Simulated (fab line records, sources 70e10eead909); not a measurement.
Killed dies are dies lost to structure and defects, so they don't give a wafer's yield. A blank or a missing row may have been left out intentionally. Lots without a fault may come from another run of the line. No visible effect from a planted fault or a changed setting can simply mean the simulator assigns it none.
Which tool is to blame? / flow nand-harc / Sampling: 12 lots, 36 wafers, 7 of 1302 route steps

== WHAT EACH GAUGE READ, for each wafer ==
NHARC_P_ZERO_WELL_CD_MEAS_11: target cd 500 nm.
lot=L798; measured=day 2 07:16; on=cd-sem-03; cd-nm (nm)=500.9 499.7 499.8
lot=L799; measured=day 2 17:14; on=cd-sem-03; cd-nm (nm)=497.2 496.4 496.8
lot=L800; measured=day 3 03:14; on=cd-sem-03; cd-nm (nm)=502.1 502.1 499.8
lot=L802; measured=day 3 23:14; on=cd-sem-02; cd-nm (nm)=497.3 499.0 500.3
lot=L804; measured=day 4 19:14; on=cd-sem-03; cd-nm (nm)=501.0 498.3 499.3
lot=L807; measured=day 6 01:15; on=cd-sem-02; cd-nm (nm)=500.3 501.2 499.8
lot=L809; measured=day 6 21:07; on=cd-sem-02; cd-nm (nm)=499.2 497.3 500.5
lot=L814; measured=day 8 23:23; on=cd-sem-01; cd-nm (nm)=499.6 497.7 497.4
lot=L815; measured=day 9 09:15; on=cd-sem-01; cd-nm (nm)=496.5 498.2 496.7
lot=L816; measured=day 9 19:08; on=cd-sem-02; cd-nm (nm)=495.9 498.1 500.6
lot=L818; measured=day 10 15:11; on=cd-sem-03; cd-nm (nm)=497.9 498.5 500.2
lot=L820; measured=day 11 11:16; on=cd-sem-02; cd-nm (nm)=498.3 496.0 496.5

NHARC_P_ZERO_WELL_INSPECT_43.
lot=L798; measured=day 2 13:57; on=defect-inspect-01; raw-defect-count=16 13 15
lot=L799; measured=day 3 00:15; on=defect-inspect-02; raw-defect-count=14 13 6
lot=L800; measured=day 3 09:37; on=defect-inspect-01; raw-defect-count=20 10 12
lot=L802; measured=day 4 05:35; on=defect-inspect-01; raw-defect-count=15 28 21
lot=L804; measured=day 5 01:33; on=defect-inspect-01; raw-defect-count=15 15 13
lot=L807; measured=day 6 07:35; on=defect-inspect-01; raw-defect-count=14 12 15
lot=L809; measured=day 7 03:34; on=defect-inspect-01; raw-defect-count=5 7 15
lot=L814; measured=day 9 05:38; on=defect-inspect-01; raw-defect-count=18 12 26
lot=L815; measured=day 9 15:34; on=defect-inspect-02; raw-defect-count=6 15 17
lot=L816; measured=day 10 06:18; on=defect-inspect-02; raw-defect-count=7 20 22
lot=L818; measured=day 10 21:29; on=defect-inspect-02; raw-defect-count=23 28 26
lot=L820; measured=day 11 17:26; on=defect-inspect-01; raw-defect-count=19 7 16

NHARC_P_STI_INSPECT_25.
lot=L798; measured=day 4 15:50; on=defect-inspect-02; raw-defect-count=181 137 140
lot=L799; measured=day 4 15:49; on=defect-inspect-01; raw-defect-count=368 353 316
lot=L800; measured=day 5 05:27; on=defect-inspect-01; raw-defect-count=107 259 185
lot=L802; measured=day 5 23:07; on=defect-inspect-01; raw-defect-count=282 208 236
lot=L804; measured=day 6 21:22; on=defect-inspect-01; raw-defect-count=240 305 265
lot=L807; measured=day 8 02:59; on=defect-inspect-02; raw-defect-count=654 594 746
lot=L809; measured=day 8 22:16; on=defect-inspect-02; raw-defect-count=213 191 321
lot=L814; measured=day 11 04:01; on=defect-inspect-02; raw-defect-count=193 164 169
lot=L815; measured=day 11 18:01; on=defect-inspect-02; raw-defect-count=291 376 338
lot=L816; measured=day 12 03:58; on=defect-inspect-01; raw-defect-count=216 194 322
lot=L818; measured=day 12 14:55; on=defect-inspect-02; raw-defect-count=107 211 190
lot=L820; measured=day 13 13:30; on=defect-inspect-01; raw-defect-count=485 241 266

NHARC_P_GATE_INSPECT_28.
lot=L798; measured=day 5 14:39; on=defect-inspect-01; raw-defect-count=9 2 8
lot=L799; measured=day 5 14:29; on=defect-inspect-02; raw-defect-count=10 12 8
lot=L800; measured=day 6 04:10; on=defect-inspect-02; raw-defect-count=7 7 9
lot=L802; measured=day 6 23:47; on=defect-inspect-02; raw-defect-count=6 10 7
lot=L804; measured=day 7 21:06; on=defect-inspect-01; raw-defect-count=9 6 9
lot=L807; measured=day 9 09:25; on=defect-inspect-01; raw-defect-count=266 254 267
lot=L809; measured=day 9 21:07; on=defect-inspect-02; raw-defect-count=6 4 5
lot=L814; measured=day 12 02:23; on=defect-inspect-01; raw-defect-count=3 2 5
lot=L815; measured=day 12 22:13; on=defect-inspect-02; raw-defect-count=3 9 10
lot=L816; measured=day 13 05:28; on=defect-inspect-02; raw-defect-count=5 4 5
lot=L818; measured=day 13 16:20; on=defect-inspect-01; raw-defect-count=6 3 7
lot=L820; measured=day 14 12:41; on=defect-inspect-01; raw-defect-count=10 7 7

NHARC_END_SORT_01.
lot=L807; measured=day 29 14:44; on=prober-02; killed-at-array=23 31 26; killed-at-other=0 0 0; killed-at-periphery=59 62 64; killed-dies=82 93 90; killed-open=3 2 1; killed-short=3 3 4
lot=L814; measured=day 31 09:53; on=prober-01; killed-at-array=63 64 73; killed-at-other=0 0 0; killed-at-periphery=2 4 4; killed-dies=65 68 77; killed-open=4 2 2; killed-short=3 0 0

== WHICH TOOL RAN EACH LOT (tool, then ch and the chambers of the sampled wafers, then the start) ==
lot=L798; NHARC_P_ZERO_WELL_ETCH_63=rie-si-01 ch 0,1,2, day 2 07:42; NHARC_P_STI_STRIP_24=wet-bench-04 ch 0,6,7, day 4 07:52
lot=L799; NHARC_P_ZERO_WELL_ETCH_63=rie-si-01 ch 0,2, day 2 17:40; NHARC_P_STI_STRIP_24=wet-bench-02 ch 2,4,6, day 4 07:47
lot=L800; NHARC_P_ZERO_WELL_ETCH_63=rie-si-01 ch 0,1,2, day 3 03:40; NHARC_P_STI_STRIP_24=wet-bench-09 ch 2,3,7, day 4 21:10
lot=L802; NHARC_P_ZERO_WELL_ETCH_63=rie-si-02 ch 1,2,3, day 3 23:40; NHARC_P_STI_STRIP_24=wet-bench-02 ch 1,3,6, day 5 15:20
lot=L804; NHARC_P_ZERO_WELL_ETCH_63=rie-si-02 ch 1,2,3, day 4 19:41; NHARC_P_STI_STRIP_24=wet-bench-02 ch 3,4,7, day 6 13:13
lot=L807; NHARC_P_ZERO_WELL_ETCH_63=rie-si-03 ch 0,2, day 6 01:40; NHARC_P_STI_STRIP_24=wet-bench-09 ch 0,1,4, day 7 18:05
lot=L809; NHARC_P_ZERO_WELL_ETCH_63=rie-si-02 ch 0,1,3, day 6 21:31; NHARC_P_STI_STRIP_24=wet-bench-02 ch 2,3,4, day 8 14:36
lot=L814; NHARC_P_ZERO_WELL_ETCH_63=rie-si-01 ch 2,3, day 8 23:50; NHARC_P_STI_STRIP_24=wet-bench-04 ch 4,6,7, day 10 20:35
lot=L815; NHARC_P_ZERO_WELL_ETCH_63=rie-si-03 ch 0,2, day 9 09:40; NHARC_P_STI_STRIP_24=wet-bench-09 ch 2,4,5, day 11 08:33
lot=L816; NHARC_P_ZERO_WELL_ETCH_63=rie-si-03 ch 0,1,3, day 9 19:34; NHARC_P_STI_STRIP_24=wet-bench-09 ch 0,2,5, day 11 20:29
lot=L818; NHARC_P_ZERO_WELL_ETCH_63=rie-si-03 ch 1,2,3, day 10 15:46; NHARC_P_STI_STRIP_24=wet-bench-09 ch 4,6,7, day 12 07:20
lot=L820; NHARC_P_ZERO_WELL_ETCH_63=rie-si-03 ch 1,2,3, day 11 11:41; NHARC_P_STI_STRIP_24=wet-bench-09 ch 1,3,7, day 13 05:29
- NHARC_P_ZERO_WELL_ETCH_63: etches the open film in HBr/Cl2, target depth 120 nm, time 40.1 s.
- NHARC_P_STI_STRIP_24: strips Si3N4 in H3PO4.

== AS READ BY THE TOOLS THEMSELVES (means over the sampled wafers that have a number; for cases with no such wafer, the mark the record gives instead) ==
NHARC_P_ZERO_WELL_ETCH_63.
lot=L798; tool=rie-si-01; drypump-motor-current-A (A)=5.6; hbr-flow-sccm (sccm)=149.7; oes-product-au (a.u.)=1.010; throttle-valve-pct (%)=26.398
lot=L799; tool=rie-si-01; drypump-motor-current-A (A)=5.3; hbr-flow-sccm (sccm)=149.7; oes-product-au (a.u.)=1.011; throttle-valve-pct (%)=26.396
lot=L800; tool=rie-si-01; drypump-motor-current-A (A)=5.6; hbr-flow-sccm (sccm)=150.5; oes-product-au (a.u.)=1.007; throttle-valve-pct (%)=26.411
lot=L802; tool=rie-si-02; drypump-motor-current-A (A)=5.7; hbr-flow-sccm (sccm)=149.8; oes-product-au (a.u.)=1.009; throttle-valve-pct (%)=26.409
lot=L804; tool=rie-si-02; drypump-motor-current-A (A)=5.7; hbr-flow-sccm (sccm)=150.3; oes-product-au (a.u.)=1.006; throttle-valve-pct (%)=26.404
lot=L807; tool=rie-si-03; drypump-motor-current-A (A)=6.0; hbr-flow-sccm (sccm)=149.7; oes-product-au (a.u.)=0.997; throttle-valve-pct (%)=26.404
lot=L809; tool=rie-si-02; drypump-motor-current-A (A)=5.5; hbr-flow-sccm (sccm)=150.0; oes-product-au (a.u.)=0.999; throttle-valve-pct (%)=26.405
lot=L814; tool=rie-si-01; drypump-motor-current-A (A)=5.7; hbr-flow-sccm (sccm)=149.7; oes-product-au (a.u.)=1.010; throttle-valve-pct (%)=26.399
lot=L815; tool=rie-si-03; drypump-motor-current-A (A)=6.0; hbr-flow-sccm (sccm)=149.9; oes-product-au (a.u.)=0.998; throttle-valve-pct (%)=26.413
lot=L816; tool=rie-si-03; drypump-motor-current-A (A)=5.8; hbr-flow-sccm (sccm)=150.0; oes-product-au (a.u.)=0.994; throttle-valve-pct (%)=26.395
lot=L818; tool=rie-si-03; drypump-motor-current-A (A)=6.1; hbr-flow-sccm (sccm)=150.0; oes-product-au (a.u.)=1.018; throttle-valve-pct (%)=26.404
lot=L820; tool=rie-si-03; drypump-motor-current-A (A)=6.1; hbr-flow-sccm (sccm)=150.3; oes-product-au (a.u.)=1.007; throttle-valve-pct (%)=26.410

== THE ANSWER, worked out from the rows above alone ==
Rule: what is usual is taken from the lots themselves. The widest of any qualifying gaps counts: lots, ordered by their means at a reading, are off when they make up no more than a third of the lots, leave a main group of 4 or more, and stand apart from it by 3 or more times the standard deviation of that group's means. A main group is skipped when, at the precision printed for the reading in the tables above, its means are all equal. Also off: a lot with no number at a reading for which 4 or more lots have one. The other lots that the step has rows for count as sound. First the gauges in route order, then the tools' own readings, where a lot's mean is used as printed above. The first step at which some lot is off is used, and at that step the reading that is off furthest; a lot without a number counts as furthest.
Off, at NHARC_P_STI_INSPECT_25 on raw-defect-count: L807. The main group has a mean of 245 with a standard deviation of 67.
If a tool, at a process step before that reading, ran all the lots that are off and no sound lot after the first of them, it fits. Not tried: the gauges at NHARC_P_STI_INSPECT_25; whatever is off there is also off at NHARC_P_GATE_INSPECT_28, on other tools, and gauge error can't account for it. Not one of the candidates tried fits.

== WHAT THE SIMULATOR HAD INSERTED ==
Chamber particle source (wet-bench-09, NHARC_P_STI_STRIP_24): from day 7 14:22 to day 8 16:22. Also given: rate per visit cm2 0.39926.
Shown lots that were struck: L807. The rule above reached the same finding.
